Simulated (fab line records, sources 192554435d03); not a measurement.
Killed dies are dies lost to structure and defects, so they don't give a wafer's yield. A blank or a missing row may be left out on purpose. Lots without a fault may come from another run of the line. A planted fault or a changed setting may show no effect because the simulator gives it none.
Which tool did it? | flow n5_finfet | 8 lots, 24 wafers sampled, at 7 steps of a route of 1938

WHAT THE GAUGES READ, wafer by wafer
N5_BEOL_M3_RS_MEAS_58: measures by four-point-probe. Usual: M3_RS 0.68 ohm/sq, standard deviation 0.036.
lot  | measured     | on            | M3_RS (ohm/sq) | flag
L928 | day 8 08:41  | film_metro-01 | 0.68 0.69 0.70 |
L933 | day 9 19:35  | film_metro-02 | 0.68 0.68 0.65 |
L934 | day 9 22:28  | film_metro-01 | 0.70 0.68 0.69 |
L940 | day 12 02:52 | film_metro-02 | 0.85 0.83 0.79 | OFF
L943 | day 12 03:08 | film_metro-01 | 0.84 0.79 0.81 | OFF
L947 | day 12 22:38 | film_metro-01 | 0.74 0.73 0.68 |
L948 | day 13 18:11 | film_metro-01 | 0.72 0.75 0.68 |
L949 | day 15 12:05 | film_metro-02 | 0.64 0.64 0.67 |

N5_BEOL_M4_RC_MEAS_101. Usual: COMB_M3 6e-11 S/m, standard deviation 1.2e-11; COMB_M3_max_site 8.6e-11 S/m, standard deviation 2e-11; DIBL_N 36.7 mV/V, standard deviation 1.8; DIBL_P 37.0 mV/V, standard deviation 2.4; IOFF_N 0.17 nA/um, standard deviation 0.036; IOFF_P 0.22 nA/um, standard deviation 0.042; ION_N 673 uA/um, standard deviation 12; ION_P 462 uA/um, standard deviation 8.5; SS_N 71.7 mV/dec, standard deviation 0.62; SS_P 73.4 mV/dec, standard deviation 0.65; VT_N 250 mV, standard deviation 3.7; VT_P -250 mV, standard deviation 3.7.
lot  | measured     | on        | COMB_M3 (S/m)                 | COMB_M3_max_site (S/m)           | DIBL_N (mV/V)  | DIBL_P (mV/V)  | IOFF_N (nA/um) | IOFF_P (nA/um) | ION_N (uA/um) | ION_P (uA/um) | SS_N (mV/dec)  | SS_P (mV/dec)  | VT_N (mV)   | VT_P (mV)      | flag
L928 | day 9 03:59  | prober-02 | 4.3e-11 6.5e-11 5e-11         | 6.5e-11 7.9e-11 7.2e-11          | 36.8 36.4 38.0 | 37.0 36.0 38.4 | 0.15 0.14 0.18 | 0.20 0.18 0.21 | 660 666 667   | 460 460 457   | 72.2 71.8 72.5 | 73.1 73.5 73.6 | 252 253 251 | -253 -255 -253 |
L933 | day 10 08:27 | prober-02 | 5.7e-11 4.6e-11 5.1e-11       | 7.5e-11 8.2e-11 6.1e-11          | 36.2 33.3 37.4 | 37.7 33.2 38.6 | 0.16 0.12 0.18 | 0.22 0.17 0.25 | 675 663 677   | 471 460 468   | 71.6 71.1 72.3 | 73.5 72.6 73.3 | 249 254 248 | -246 -251 -248 |
L934 | day 10 17:46 | prober-02 | 7.7e-11 6.2e-11 4.3e-11       | 8.7e-11 9e-11 6.5e-11            | 41.1 38.2 37.5 | 41.2 38.3 37.9 | 0.24 0.18 0.17 | 0.27 0.20 0.21 | 692 672 670   | 467 456 451   | 72.5 72.0 71.7 | 73.7 73.1 73.3 | 244 248 247 | -251 -255 -251 |
L940 | day 12 16:13 | prober-01 | 7.4e-11 5.5e-11 6.2e-11       | ~0.0014286 8.6e-11 7.1e-11       | 36.7 35.1 37.1 | 38.6 35.9 38.7 | 0.16 0.14 0.19 | 0.23 0.18 0.23 | 667 662 691   | 458 453 466   | 71.5 72.0 71.7 | 74.3 74.2 74.5 | 250 252 245 | -251 -257 -253 |
L943 | day 12 18:59 | prober-02 | 5.4e-11 ~0.0014286 ~0.0014286 | ~0.0014286 ~0.0014286 ~0.0014286 | 39.3 40.1 37.9 | 41.1 41.8 40.0 | 0.23 0.24 0.21 | 0.29 0.32 0.28 | 690 694 692   | 478 473 478   | 71.9 72.3 72.5 | 73.8 74.4 74.2 | 243 243 243 | -244 -242 -242 | OFF
L947 | day 13 14:30 | prober-02 | 5.1e-11 6.9e-11 5.8e-11       | 7e-11 9.4e-11 7.3e-11            | 38.1 39.6 37.0 | 36.4 38.4 35.7 | 0.17 0.20 0.15 | 0.25 0.29 0.23 | 687 671 683   | 471 462 470   | 71.4 72.5 70.7 | 73.9 73.2 73.3 | 247 250 249 | -248 -247 -248 |
L948 | day 14 18:44 | prober-02 | 5.2e-11 5e-11 6e-11           | 6.2e-11 8.8e-11 8e-11            | 37.6 36.9 36.6 | 38.4 37.5 37.7 | 0.18 0.16 0.16 | 0.24 0.22 0.23 | 684 671 676   | 467 460 469   | 72.0 71.8 71.8 | 72.7 73.1 73.9 | 248 249 249 | -250 -254 -251 |
L949 | day 15 19:44 | prober-01 | 5.8e-11 6.9e-11 5.6e-11       | 8.1e-11 8.2e-11 7.1e-11          | 36.6 36.8 35.9 | 36.4 35.9 35.0 | 0.15 0.16 0.14 | 0.19 0.20 0.18 | 669 682 670   | 454 464 455   | 71.8 71.9 71.6 | 72.8 73.6 73.4 | 251 248 251 | -252 -253 -254 |

WHICH TOOL RAN EACH LOT (tool, then ch and the chambers of the sampled wafers, then the start)
lot  | N5_BEOL_M3_SURFACE_TREAT_85  | N5_BEOL_M3_SPUTTER_81        | N5_BEOL_M3_SPUTTER_92        | N5_BEOL_M3_ANNEAL_51             | N5_BEOL_M3_CMP_52
L928 | pvd_sputter-02, day 8 05:21  | pvd_sputter-02, day 8 06:01  | pvd_sputter-02, day 8 06:53  | rtp_anneal-01 ch 0, day 8 07:32  | cmp-03 ch 0,2,3, day 8 07:59
L933 | pvd_sputter-03, day 9 16:20  | pvd_sputter-02, day 9 17:08  | pvd_sputter-02, day 9 18:01  | rtp_anneal-01 ch 0, day 9 18:44  | cmp-02 ch 1,3, day 9 19:04
L934 | pvd_sputter-01, day 9 19:25  | pvd_sputter-02, day 9 20:07  | pvd_sputter-02, day 9 20:59  | rtp_anneal-02 ch 0, day 9 21:40  | cmp-03 ch 2,3, day 9 21:55
L940 | pvd_sputter-03, day 11 23:43 | pvd_sputter-03, day 12 00:29 | pvd_sputter-03, day 12 01:22 | rtp_anneal-01, day 12 02:00      | cmp-04 ch 2,3, day 12 02:19
L943 | pvd_sputter-03, day 12 00:00 | pvd_sputter-01, day 12 00:45 | pvd_sputter-01, day 12 01:38 | rtp_anneal-01, day 12 02:22      | cmp-02 ch 0,2,3, day 12 02:39
L947 | pvd_sputter-02, day 12 19:26 | pvd_sputter-03, day 12 20:16 | pvd_sputter-03, day 12 21:09 | rtp_anneal-01 ch 0, day 12 21:50 | cmp-04 ch 1,2,3, day 12 22:05
L948 | pvd_sputter-03, day 13 15:10 | pvd_sputter-01, day 13 15:49 | pvd_sputter-01, day 13 16:42 | rtp_anneal-01 ch 0, day 13 17:20 | cmp-04 ch 0,1, day 13 17:38
L949 | pvd_sputter-02, day 14 05:29 | pvd_sputter-03, day 14 06:40 | pvd_sputter-03, day 15 10:13 | rtp_anneal-01 ch 0, day 15 11:14 | cmp-02 ch 0,2,3, day 15 11:35
- N5_BEOL_M3_SURFACE_TREAT_85
- N5_BEOL_M3_SPUTTER_81: material Cu, target thk 4.5 nm, time 8.29 s.
- N5_BEOL_M3_SPUTTER_92: material Cu, target thk 4.5 nm, time 8.29 s.
- N5_BEOL_M3_ANNEAL_51: time 90 s.
- N5_BEOL_M3_CMP_52: polishes, stops on SiOC, t overpolish 6.8 s, target thk 40 nm.

WHAT THE TOOLS THEMSELVES READ (means of the sampled wafers that have a number; where no wafer has one, the mark that the record gives instead)
N5_BEOL_M3_SPUTTER_81. Usual: throttle_valve_pct 30.2 %, standard deviation 1.
lot  | tool           | throttle_valve_pct (%) | flag
L928 | pvd_sputter-02 | 29.1                   |
L933 | pvd_sputter-02 | 29.7                   |
L934 | pvd_sputter-02 | 28.6                   |
L940 | pvd_sputter-03 | 30.1                   |
L943 | pvd_sputter-01 | 31.2                   |
L947 | pvd_sputter-03 | 30.6                   |
L948 | pvd_sputter-01 | 31.5                   |
L949 | pvd_sputter-03 | 30.4                   |

N5_BEOL_M3_SPUTTER_92. Usual: throttle_valve_pct 30.2 %, standard deviation 1.
lot  | tool           | throttle_valve_pct (%) | flag
L928 | pvd_sputter-02 | 29.0                   |
L933 | pvd_sputter-02 | 29.8                   |
L934 | pvd_sputter-02 | 28.5                   |
L940 | pvd_sputter-03 | 30.0                   |
L943 | pvd_sputter-01 | 31.1                   |
L947 | pvd_sputter-03 | 30.5                   |
L948 | pvd_sputter-01 | 31.6                   |
L949 | pvd_sputter-03 | 30.1                   |

N5_BEOL_M3_ANNEAL_51. Usual: anneal_temp_c 225.03 C, standard deviation 0.17; anneal_temp_c_max 226.13, standard deviation 0.26; wafer_temp_C_max 225.91, standard deviation 0.28.
lot  | tool          | anneal_temp_c (C) | anneal_temp_c_max | wafer_temp_C_max | flag
L928 | rtp_anneal-01 | 224.93            | 226.03            | 225.57           |
L933 | rtp_anneal-01 | 225.19            | 226.20            | 225.77           |
L934 | rtp_anneal-02 | 224.72            | 225.96            | 226.22           |
L940 | rtp_anneal-01 | -                 | -                 | -                | OFF
L943 | rtp_anneal-01 | -                 | -                 | -                | OFF
L947 | rtp_anneal-01 | 225.02            | 225.98            | 225.81           |
L948 | rtp_anneal-01 | 225.31            | 226.30            | 225.91           |
L949 | rtp_anneal-01 | 225.15            | 226.23            | 225.66           |

N5_BEOL_M3_CMP_52. Usual: barrier_field_endpoint_s 24.6 s, standard deviation 0.58; clearing_platen_rpm 49.998 rpm, standard deviation 0.024; motor_current_A 6.1 A, standard deviation 0.48; overpolish_run_s 6.800 s, standard deviation 0.0092; platen_rpm 50.00 rpm, standard deviation 0.032; retaining_ring_pressure_frac 1.000, standard deviation 0.0053; slurry_filter_dp_kPa 13.51 kPa, standard deviation 0.14; slurry_flow_ml_min 150.0, standard deviation 0.47; time_to_endpoint_s 62 s, standard deviation 3.
lot  | tool   | barrier_field_endpoint_s (s) | clearing_platen_rpm (rpm) | motor_current_A (A) | overpolish_run_s (s) | platen_rpm (rpm) | retaining_ring_pressure_frac | slurry_filter_dp_kPa (kPa) | slurry_flow_ml_min | time_to_endpoint_s (s) | flag
L928 | cmp-03 | 24.5                         | 50.013                    | 5.7                 | 6.802                | 49.98            | 0.998                        | 13.58                      | 150.0              | 64                     |
L933 | cmp-02 | 25.5                         | 49.994                    | 6.0                 | 6.798                | 49.97            | 0.998                        | 13.50                      | 150.3              | 64                     |
L934 | cmp-03 | 23.9                         | 50.008                    | 5.9                 | 6.799                | 49.97            | 1.002                        | 13.41                      | 149.8              | 60                     |
L940 | cmp-04 | 29.5                         | 50.012                    | 6.1                 | 6.804                | 50.00            | 1.003                        | 13.54                      | 149.8              | 81                     | OFF
L943 | cmp-02 | 29.4                         | 49.991                    | 6.0                 | 6.798                | 50.02            | 0.997                        | 13.56                      | 150.5              | 81                     | OFF
L947 | cmp-04 | 24.9                         | 50.001                    | 5.9                 | 6.808                | 50.00            | 0.999                        | 13.57                      | 149.5              | 62                     |
L948 | cmp-04 | 24.7                         | 50.014                    | 6.7                 | 6.805                | 49.99            | 1.001                        | 13.51                      | 151.0              | 62                     |
L949 | cmp-02 | 25.3                         | 49.984                    | 6.2                 | 6.791                | 50.02            | 1.003                        | 13.53                      | 150.2              | 62                     |

THE ANSWER, worked out from the rows above alone
Rule: a lot is off if the mean of its wafers that have a number lies more than 3 standard deviations from the usual mean. A lot without any number at a reading at which 4 lots or more have one is off too. The other lots that the step has rows for count as sound. The gauges are gone through in route order, then the tools' own readings, and for those a lot's mean is taken as printed above. The first step at which some lot is off is used, and at that step the reading that is off furthest; a lot without a number counts as furthest.
Off: L940, L943, at N5_BEOL_M3_RS_MEAS_58 (M3_RS).
A tool fits if, at a process step before that reading, it ran every lot that is off, and no sound lot after the first of them. The gauges at N5_BEOL_M3_RS_MEAS_58 aren't tried: what is off there is off at N5_BEOL_M3_ANNEAL_51 too, on other tools, and a gauge's error can't cause that. None of those tried fits.

WHAT THE SIMULATOR HAD PUT IN
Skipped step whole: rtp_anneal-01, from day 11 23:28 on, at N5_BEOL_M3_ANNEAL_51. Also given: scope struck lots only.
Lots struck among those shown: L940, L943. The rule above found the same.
